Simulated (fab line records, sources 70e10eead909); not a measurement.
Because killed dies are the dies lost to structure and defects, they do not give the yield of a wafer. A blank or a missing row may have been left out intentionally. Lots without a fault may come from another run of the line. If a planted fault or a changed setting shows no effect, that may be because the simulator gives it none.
Struck lot and sound lot, side by side -- flow nandHarc -- 16 steps out of a route of 1302
Sound: wafers L616.1, L616.2, L616.4. Wafers struck: L625.2, L625.5, L625.6. Last of all comes the cause.
At each step with rows: each side's tool, then ch and its chambers, then its first start. Under that, the readings that differ: sound wafers -- struck wafers -- difference of the means -- sigmas: that difference in standard deviations of wafers without a fault.
alike: a reading whose means differ by less than 2 such deviations, as well as words and numbers matching on both sides. not compared: withheld readings; readings where some wafer has no value; bounds like >300 that might hide an equal value; numbers whose values overlap and for which the record gives no deviation.
The two part at a step that has a row with sigmas, a row that says differs or no value, or rows on one side only. Numbers that don't overlap but have no deviation are shown without sigmas and don't part them. Lack of a reading on every wafer of one side parts them only where that side has two or more wafers.

NHARC_A_ONON_D2_THK_MEAS_11: measures by ellipsometry.
  sound on filmMetro-01 at day 13 10:38; struck on filmMetro-01 at day 17 02:26
reading,sound,struck,difference,sigmas
thkNm (nm),1016 1013 1013,988 987 986,-27,-3
next comes 1 step that has no rows for these wafers: NHARC_A_ONON_D2_DEP_12 (target thickness 1000 nm).
NHARC_A_ONON_D2_THK_MEAS_14: measures by ellipsometry.
  sound on filmMetro-01 at day 13 11:13; struck on filmMetro-01 at day 17 03:00
  alike: thkNm
then, 2 steps without rows for these wafers: NHARC_A_ONON_D2_ANNEAL_15 (time 3600 s); NHARC_A_ONON_D2_DEP_16 (target thk 1000 nm).
NHARC_A_ONON_D2_THK_MEAS_18: measures by ellipsometry.
  sound on filmMetro-02 at day 13 18:36; struck on filmMetro-01 at day 17 10:22
reading,sound,struck,difference,sigmas
thkNm (nm),983 983 983,1026 1027 1027,+44,+4
next comes 1 step that has no rows for these wafers: NHARC_A_ONON_D2_DEP_19 (target thickness 1000 nm).
NHARC_A_ONON_D2_THK_MEAS_21: measures by ellipsometry.
  sound on filmMetro-01 at day 13 19:10; struck on filmMetro-01 at day 17 10:56
  alike: thkNm
next comes 1 step that has no rows for these wafers: NHARC_A_ONON_D2_DEP_22 (target thickness 1000 nm).
NHARC_A_ONON_D2_THK_MEAS_24: measures by ellipsometry.
  sound on filmMetro-01 at day 13 19:44; struck on filmMetro-01 at day 17 11:31
  alike: thkNm
next comes 1 step that has no rows for these wafers: NHARC_A_ONON_D2_DEP_25 (target thickness 1000 nm).
NHARC_A_ONON_D2_THK_MEAS_27: measures by ellipsometry.
  sound on filmMetro-01 at day 13 20:18; struck on filmMetro-01 at day 17 12:05
  alike: thkNm
NHARC_A_ONON_D2_DEP_28: target thk 1000 nm.
  sound on pecvdOnon-04 ch 0, day 13 20:22; struck on pecvdOnon-04 ch 0, day 17 12:12
  alike: susceptorTempC
NHARC_A_ONON_D2_THK_MEAS_30: measures by ellipsometry.
  sound on filmMetro-02 at day 13 20:52; struck on filmMetro-01 at day 17 12:39
reading,sound,struck,difference,sigmas
thkNm (nm),978 978 979,914 912 912,-66,-6
NHARC_A_ONON_D2_DEP_33: deposits SiO2, target thk 200 nm.
  sound on pecvd-02 ch 0,1, day 13 20:56; struck on pecvd-02 ch 1,2, day 17 12:43
reading,sound,struck,difference,sigmas
susceptorTempC (C),400.08 400.34 400.18,399.22 399.79 400.19,-0.47,-2
  alike: heaterPowerW, throttleValvePct
-- record jumps: 11 days between struck wafers' starts before vs after; left off in module A_ONON_D2, resumes in module END, first step shown is number 1302 of the route --
NHARC_END_SORT_01:
  here the record holds rows for the struck wafers (prober-02 ch 0, day 28 16:46) but none for the sound ones

## WHERE THEY PART
Earliest at NHARC_A_ONON_D2_THK_MEAS_11; latest, in this record, at NHARC_END_SORT_01.

WHY: the cause the simulator had injected
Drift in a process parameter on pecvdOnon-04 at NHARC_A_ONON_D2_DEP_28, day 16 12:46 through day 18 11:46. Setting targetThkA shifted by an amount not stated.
